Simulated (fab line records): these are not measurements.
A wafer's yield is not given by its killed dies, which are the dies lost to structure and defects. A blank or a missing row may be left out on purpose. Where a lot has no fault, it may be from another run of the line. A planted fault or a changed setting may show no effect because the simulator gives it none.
Chamber matching / flow n5Finfet / 3 sister chambers for N5_BEOL_M14_ILD_DEP_00 on pecvd-02
The step deposits SiO2 from TEOS/O2, target thk 1119.3 nm, time 237.4 s. 3 wafers are shown with their chamber, then 8 later ones without.

EACH WAFER AND ITS CHAMBER
wafer=L085.1; chamber=0; throttleValvePct (%)=18.1
wafer=L085.3; chamber=2; throttleValvePct (%)=17.7
wafer=L088.1; chamber=1; throttleValvePct (%)=19.9

WAFERS WITHOUT THEIR CHAMBER
wafer=L088.4; throttleValvePct (%)=17.7
wafer=L088.5; throttleValvePct (%)=20.0
wafer=L091.2; throttleValvePct (%)=17.7
wafer=L091.3; throttleValvePct (%)=20.0
wafer=L091.6; throttleValvePct (%)=18.2
wafer=L095.1; throttleValvePct (%)=17.7
wafer=L095.3; throttleValvePct (%)=19.8
wafer=L095.6; throttleValvePct (%)=17.9

WHICH CHAMBER EACH WENT THROUGH
wafer=L088.4; from the rows above=2; in truth=2
wafer=L088.5; from the rows above=1; in truth=1
wafer=L091.2; from the rows above=2; in truth=2
wafer=L091.3; from the rows above=1; in truth=1
wafer=L091.6; from the rows above=0; in truth=0
wafer=L095.1; from the rows above=2; in truth=2
wafer=L095.3; from the rows above=1; in truth=1
wafer=L095.6; from the rows above=can't be placed: 2 or 0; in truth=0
Placed correctly: 7 of 8. From these rows, 1 cannot be placed; in 1 the true chamber is one of the candidates. Wrongly placed: 0.
How it was worked out, from the rows above alone: a wafer's distance from a chamber is the root of the sum, over the readings, of the square of ((its reading less the chamber's mean) divided by the reading's scatter). The wafer belongs to the nearest chamber; if the next one is less than 2 further off, it can't be placed. Each chamber's mean is taken over the wafers shown for it. The scatter: with one shown wafer a chamber, the root of the mean of the squares of how far each hidden wafer lies from its nearest shown one.
